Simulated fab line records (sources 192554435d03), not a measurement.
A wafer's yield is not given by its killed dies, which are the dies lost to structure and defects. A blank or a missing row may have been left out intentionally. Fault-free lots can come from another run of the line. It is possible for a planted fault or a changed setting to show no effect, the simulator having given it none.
Split-lot experiment | flow n5 finfet | 7 lots, 21 wafers read, on a route of 1938 steps

== THE SPLIT ==
At N5_BEOL_M11_ILD_DEP_00 (deposits SiCOH lowk from DEMS/porogen, target thk 308.51 nm, time 58 s), the setting temp c was moved away from the recipe's 300 C on 8 of the 21 wafers read, by -1.5% to +1.4%. The other wafers ran this setting at the recipe's value.

== FROM SPLIT TO READING: 1 step shown by the file between the two ==
- N5_BEOL_M11_CURE_71: cures SiCOH lowk, time 240 s

== THE READING ==
M11_ILD_THK at N5_BEOL_M11_THK_MEAS_01, in nm. Fault-free wafers of this fab line usually give 268 nm, standard deviation 3.3 nm.

wafer  | tool, chamber at the split | temp c as run, C | against the recipe | M11_ILD_THK, nm | against lot-mates on the recipe
L075.3 | pecvd-04, 2                | 300              | recipe             | 276             | -
L075.4 | pecvd-04, 0                | 304.2            | +1.4%              | 267             | -10
L075.5 | pecvd-04, 2                | 300              | recipe             | 277             | -
L076.1 | pecvd-01, 2                | 300              | recipe             | 266             | -
L076.4 | pecvd-01, 0                | 300              | recipe             | 268             | -
L076.6 | pecvd-01, 1                | 300              | recipe             | 270             | -
L077.2 | pecvd-04, 0                | 302.1            | +0.7%              | 266             | -5
L077.3 | pecvd-04, 2                | 300              | recipe             | 271             | -
L077.6 | pecvd-04, 2                | 302.1            | +0.7%              | 271             | +0
L078.1 | pecvd-04, 0                | 295.5            | -1.5%              | 273             | +8
L078.3 | pecvd-04, 2                | 300              | recipe             | 265             | -
L078.5 | pecvd-04, 0                | 295.5            | -1.5%              | 276             | +11
L082.1 | pecvd-01, 1                | 298.1            | -0.6%              | 272             | +8
L082.3 | pecvd-01, 2                | 300              | recipe             | 264             | -
L082.5 | pecvd-01, 0                | 300              | recipe             | 264             | -
L089.2 | pecvd-04, 0                | 300              | recipe             | 266             | -
L089.4 | pecvd-04, 2                | 298              | -0.7%              | 275             | +9
L089.6 | pecvd-04, 0                | 298              | -0.7%              | 271             | +5
L090.2 | pecvd-01, 1                | 300              | recipe             | 270             | -
L090.5 | pecvd-01, 2                | 300              | recipe             | 272             | -
L090.6 | pecvd-01, 0                | 300              | recipe             | 267             | -

THE FIT
A straight line over all 21 wafers: M11_ILD_THK changes by -2.98 nm for each +1% of temp c; r = -0.48; the points scatter about the line by 3.7 nm.
The same after taking each lot's own level away (the mean of its wafers on the recipe; 21 wafers): -6.7 nm for each +1%; r = -0.91; scatter 2 nm.
On that fit, the largest move of temp c shifts the reading by 10 nm.
The span of the lots' own levels, 264.0 to 276.5 nm, comes to 3.8 times the standard deviation stated above.
So the lot-to-lot level blurs the effect unless lot-mates are compared.
Check: +11.6 nm against its lot-mates is what the line predicts for one of the wafers moved furthest among these (-1.5%) when that wafer is left out of the fit. Against them it came out at +8 nm.

== THE OTHER SPLITS THESE WAFERS WENT THROUGH ==
Note: prior to the reading, these wafers also went through further splits. Each is held against what the fit with the lots' levels taken away leaves over:
other split on the same wafers | wafers away from the commonest value | r with M11_ILD_THK (lot level and that fit taken away)
N5_BEOL_M7_COAT_05 spin rpm    | 7                                    | +0.28
N5_BEOL_M8_DESCUM_33 time s    | 7                                    | -0.04
N5_BEOL_M9_EXPOSE_25 dose mj   | 5                                    | +0.01
N5_BEOL_M9_ETCH_66 time s      | 7                                    | +0.32
N5_BEOL_M10_COAT_64 spin rpm   | 7                                    | -0.11
N5_BEOL_M10_EXPOSE_25 dose mj  | 4                                    | +0.11

== THE WHOLE CHAIN: every reading that the file lists as answering this split, in the file's order ==
step                    | what it does                                                           | reading                                                                                   | change (the file's fit)              | r (the file's)
N5_BEOL_M11_ILD_DEP_00  | deposits SiCOH lowk from DEMS/porogen, target thk 308.51 nm, time 58 s | SiCOH_lowk_of_BEOL_M11_ILD_DEP_00.thk nm (the simulator's own value, which no gauge read) | -7.86 nm for each +1% of the setting | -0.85
N5_BEOL_M11_CURE_71     | cures SiCOH lowk, time 240 s                                           | SiCOH_lowk_of_BEOL_M11_ILD_DEP_00.thk nm (the simulator's own value, which no gauge read) | -6.97 nm for each +1% of the setting | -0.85
N5_BEOL_M11_THK_MEAS_01 |                                                                        | M11_ILD_THK                                                                               | -6.97 for each +1% of the setting    | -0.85

== FILE'S OWN FIT ==
M11_ILD_THK changes by -6.97 nm for each +1% of temp c, r = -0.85.
